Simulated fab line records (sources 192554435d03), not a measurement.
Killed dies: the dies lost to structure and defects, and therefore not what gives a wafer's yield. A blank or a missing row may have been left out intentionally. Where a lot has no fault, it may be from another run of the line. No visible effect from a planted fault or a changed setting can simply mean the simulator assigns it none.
Lot-split experiment ; flow n5 finfet ; route with 1938 steps; 7 lots, 39 wafers read

== ABOUT THE SPLIT ==
At N5_DUMMY_GATE_DESCUM_20 (chemistry O2, time 6.2 s), the setting time s was moved away from the recipe's 6.2 s on 12 of the 39 wafers read, by -23.7% to +43.7%. The other wafers ran this setting at the recipe's value.

Split to reading: the file shows no intervening step.

== THE READING ==
CAR-EUV_of_DUMMY_GATE_COAT_09.thk nm (the simulator's own value, which no gauge read), in nm, at N5_DUMMY_GATE_ETCH_29 (etches underlayer in N2/H2, target depth 13 nm). There is no usual value for it anywhere in the file. Across the 27 wafers here that went through the recipe, the average is 18.9 nm and the standard deviation 0.23 nm.

wafer;tool, chamber at the split;time s as run, s;against the recipe;CAR-EUV_of_DUMMY_GATE_COAT_09.thk nm, nm;against lot-mates on the recipe
L082.2;rie diel-02, 3,0;6.2;recipe;19;-
L082.3;rie diel-02, 1;6.2;recipe;18.6;-
L082.6;rie diel-02, 3,0;6.2;recipe;19.2;-
L086.1;rie diel-03, 0,3;4.731;-23.7%;18.6;+0.0
L086.2;rie diel-03, 1,2;6.2;recipe;18.6;-
L086.5;rie diel-03, 1,2;6.2;recipe;18.6;-
L086.6;rie diel-03, 3;6.2;recipe;18.6;-
L086.3;rie diel-03, 2;4.731;-23.7%;19.4;+0.8
L086.4;rie diel-03, 0,3;4.731;-23.7%;19.4;+0.8
L089.1;rie diel-06, 2,3,1;7.318;+18.0%;18.2;-0.7
L089.2;rie diel-06, 2,3,1;7.318;+18.0%;18.4;-0.5
L089.4;rie diel-06, 2,3,1;7.318;+18.0%;18.4;-0.5
L089.3;rie diel-06, 0,3,0;6.2;recipe;18.8;-
L089.6;rie diel-06, 0,3,0;6.2;recipe;18.8;-
L089.5;rie diel-06, 0,3,0;6.2;recipe;19;-
L092.1;rie diel-02, 1,2,0,2,1;6.2;recipe;18.6;-
L092.2;rie diel-02, 1,2,0,2,1;6.2;recipe;18.6;-
L092.5;rie diel-02, 1,2,0,2,1;6.2;recipe;18.6;-
L092.6;rie diel-02, 1,2,0,2,1;6.2;recipe;18.6;-
L092.3;rie diel-02, 1,2,0,2,1;6.2;recipe;19;-
L092.4;rie diel-02, 3;6.2;recipe;19;-
L093.1;rie diel-02, 3,2;6.2;recipe;19;-
L093.2;rie diel-02, 3,2;6.2;recipe;18.8;-
L093.5;rie diel-02, 2;6.2;recipe;18.8;-
L093.3;rie diel-02, 1;8.698;+40.3%;17.4;-1.5
L093.4;rie diel-02, 0,1;8.698;+40.3%;18;-0.9
L093.6;rie diel-02, 0,1;8.698;+40.3%;17.6;-1.3
L094.1;rie diel-02, 0,2;8.912;+43.7%;17.6;-1.3
L094.2;rie diel-02, 0,2;8.912;+43.7%;17.4;-1.5
L094.3;rie diel-02, 3;8.912;+43.7%;17.8;-1.1
L094.4;rie diel-02, 1,3,0;6.2;recipe;18.8;-
L094.5;rie diel-02, 1,3,0;6.2;recipe;19;-
L094.6;rie diel-02, 1,3,0;6.2;recipe;19;-
L097.1;rie diel-06, 0,2,3,1,1,0;6.2;recipe;19.2;-
L097.3;rie diel-06, 0,2,3,1,1,0;6.2;recipe;19.2;-
L097.4;rie diel-06, 0,2,3,1,1,0;6.2;recipe;19.2;-
L097.5;rie diel-06, 0,2,3,1,1,0;6.2;recipe;19.2;-
L097.6;rie diel-06, 0,2,3,1,1,0;6.2;recipe;19.2;-
L097.2;rie diel-06, 0,2,3,1,1,0;6.2;recipe;19;-
When a row names more than one chamber, that row covers several wafers, and the file does not tell which wafer ran in which chamber.

FIT RESULTS
A straight line over all 39 wafers: CAR-EUV_of_DUMMY_GATE_COAT_09.thk nm changes by -0.0264 nm for each +1% of time s; r = -0.87; the points scatter about the line by 0.26 nm.
The same after taking each lot's own level away (the mean of its wafers on the recipe; 39 wafers): -0.0288 nm for each +1%; r = -0.94; scatter 0.19 nm.
Per that fit: largest time s move, reading shift of 1.3 nm.
From 18.60 to 19.17 nm: that is the span of the lots' own levels, equal to 2.5 times the standard deviation above.
So the lot-to-lot level changes the slope little: the two slopes agree.
Check: for one of the wafers moved furthest among these (+43.7%), held out of the fit, the line's prediction against its lot-mates is -1.27 nm. It came out at -1.33 nm against them.

== THE OTHER SPLITS THESE WAFERS WENT THROUGH ==
Other splits were also applied to these wafers ahead of the reading. Each is held against what the fit with the lots' levels taken away leaves over:
other split on the same wafers;wafers away from the commonest value;r with CAR-EUV_of_DUMMY_GATE_COAT_09.thk nm (lot level and that fit taken away)
N5_ZERO_LAYER_ETCH_18 target depth a;6;-0.15
N5_FIN_SAQP_HM_DEP_03 time s;9;+0.12

== THE WHOLE CHAIN: every reading that the file lists as answering this split, in the file's order ==
step;what it does;reading;change (the file's fit);r (the file's)
N5_DUMMY_GATE_DESCUM_20;chemistry O2, time 6.2 s;CAR-EUV_of_DUMMY_GATE_COAT_09.thk nm (the simulator's own value, which no gauge read);-0.0305 nm for each +1% of the setting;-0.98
N5_DUMMY_GATE_ETCH_29;etches underlayer in N2/H2, target depth 13 nm;CAR-EUV_of_DUMMY_GATE_COAT_09.thk nm (the simulator's own value, which no gauge read);-0.0291 nm for each +1% of the setting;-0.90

== THE FILE'S OWN FIT ==
CAR-EUV_of_DUMMY_GATE_COAT_09.thk nm changes by -0.0291 nm for each +1% of time s, r = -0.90.
